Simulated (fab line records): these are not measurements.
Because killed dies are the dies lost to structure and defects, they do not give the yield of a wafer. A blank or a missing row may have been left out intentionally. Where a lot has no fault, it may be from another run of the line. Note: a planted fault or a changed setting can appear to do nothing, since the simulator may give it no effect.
The tool behind it: which one? + flow n5 finfet + Sampling: 13 lots, 37 wafers, 3 of 1938 route steps

== WHAT THE GAUGES READ, wafer by wafer ==
N5_ZERO_LAYER_INSPECT_20: inspects for defects (darkfield).
| lot  | measured    | on                | raw defect count |
|------|-------------|-------------------|------------------|
| L388 | day 1 13:25 | defect inspect-01 | 18 17 14         |
| L389 | day 1 19:35 | defect inspect-01 | 14 24 25         |
| L393 | day 2 19:25 | defect inspect-01 | 43 56 30         |
| L395 | day 3 07:26 | defect inspect-01 | 39 43 18         |
| L396 | day 3 13:22 | defect inspect-02 | 14 16            |
| L397 | day 3 19:44 | defect inspect-01 | 38 44 42         |
| L398 | day 4 01:23 | defect inspect-01 | 30 25 38         |
| L399 | day 4 07:41 | defect inspect-01 | 33 31 3          |
| L401 | day 4 19:17 | defect inspect-01 | 25 43 16         |
| L402 | day 5 01:23 | defect inspect-02 | 51 30 32         |
| L409 | day 6 19:15 | defect inspect-02 | 46 22 38         |
| L410 | day 7 01:16 | defect inspect-01 | 48 41            |
| L411 | day 7 07:41 | defect inspect-01 | 41 29 26         |

N5_WELL_APT_INSPECT_10: inspects for defects (macro).
| lot  | measured    | on                | raw defect count |
|------|-------------|-------------------|------------------|
| L388 | day 1 13:47 | defect inspect-01 | 2 3 2            |
| L389 | day 1 19:56 | defect inspect-02 | 3 3 2            |
| L393 | day 2 19:46 | defect inspect-02 | 1 2 1            |
| L395 | day 3 07:47 | defect inspect-01 | 1 1 0            |
| L396 | day 3 13:44 | defect inspect-01 | 4 1              |
| L397 | day 3 20:13 | defect inspect-01 | 1 3 3            |
| L398 | day 4 01:52 | defect inspect-01 | 1 3 0            |
| L399 | day 4 08:03 | defect inspect-02 | 6 1 1            |
| L401 | day 4 19:46 | defect inspect-01 | 5 2 4            |
| L402 | day 5 01:52 | defect inspect-02 | 0 0 0            |
| L409 | day 6 19:37 | defect inspect-02 | 4 0 2            |
| L410 | day 7 01:53 | defect inspect-01 | 3 1              |
| L411 | day 7 08:02 | defect inspect-01 | 5 0 4            |

== WHICH TOOL RAN EACH LOT (tool, then ch and the chambers of the sampled wafers, then the start) ==
| lot  | N5_ZERO_LAYER_PECVD_02         |
|------|--------------------------------|
| L388 | pecvd-02 ch 0,1,2, day 1 12:18 |
| L389 | pecvd-01 ch 0,1,2, day 1 18:17 |
| L393 | pecvd-04 ch 2, day 2 18:17     |
| L395 | pecvd-02 ch 0,1, day 3 06:17   |
| L396 | pecvd-02 ch 1,2, day 3 12:17   |
| L397 | pecvd-04 ch 1,2, day 3 18:17   |
| L398 | pecvd-04 ch 0,1,2, day 4 00:17 |
| L399 | pecvd-04 ch 0,1,2, day 4 06:29 |
| L401 | pecvd-02 ch 0,2, day 4 18:17   |
| L402 | pecvd-01 ch 0,1,2, day 5 00:17 |
| L409 | pecvd-02 ch 0,1,2, day 6 18:17 |
| L410 | pecvd-04 ch 0, day 7 00:17     |
| L411 | pecvd-02 ch 0,2, day 7 06:29   |
- N5_ZERO_LAYER_PECVD_02: deposits SiO2 from SiH4/N2O, target thk 10 nm, time 6 s.

== AS READ BY THE TOOLS THEMSELVES (means over the sampled wafers that have a number; for cases with no such wafer, the mark the record gives instead) ==
N5_ZERO_LAYER_PECVD_02.
| lot  | tool     | chamber pressure Torr (Torr) | heater power w (W) | showerhead plenum p Torr (Torr) |
|------|----------|------------------------------|--------------------|---------------------------------|
| L388 | pecvd-02 | 0.7492                       | 737                | 8.12                            |
| L389 | pecvd-01 | 0.7489                       | 768                | 7.91                            |
| L393 | pecvd-04 | 0.7515                       | 846                | 7.97                            |
| L395 | pecvd-02 | 0.7508                       | 635                | 8.11                            |
| L396 | pecvd-02 | 0.7496                       | 693                | 8.07                            |
| L397 | pecvd-04 | 0.7494                       | 806                | 8.16                            |
| L398 | pecvd-04 | 0.7484                       | 827                | 8.18                            |
| L399 | pecvd-04 | 0.7500                       | 796                | 8.16                            |
| L401 | pecvd-02 | 0.7521                       | 742                | 8.16                            |
| L402 | pecvd-01 | 0.7512                       | 760                | 7.91                            |
| L409 | pecvd-02 | 0.7508                       | 756                | 8.13                            |
| L410 | pecvd-04 | 0.7518                       | 779                | 8.25                            |
| L411 | pecvd-02 | 0.7489                       | 805                | 8.15                            |

== THE ANSWER, worked out from the rows above alone ==
Rule: what is usual is taken from the lots themselves. Put in order of their means at a reading, lots are off if they are a third of the lots or fewer, leave a main group of 4 or more, and stand apart from it by a gap of 3 or more times the standard deviation of the main group's means; of several such gaps the widest counts. A main group whose means are all the same, to the digits that the tables above print for the reading, isn't used. A lot without any number at a reading at which 4 lots or more have one is off too. Any other lot the step has rows for is counted as sound. The gauges are gone through in route order, then the tools' own readings, and for those a lot's mean is taken as printed above. The first step at which some lot is off is used, and at that step the reading that is off furthest; a lot without a number counts as furthest.
Across all readings shown, no lot is off: no conclusion can be drawn from this.

== WHAT THE SIMULATOR PUT IN ==
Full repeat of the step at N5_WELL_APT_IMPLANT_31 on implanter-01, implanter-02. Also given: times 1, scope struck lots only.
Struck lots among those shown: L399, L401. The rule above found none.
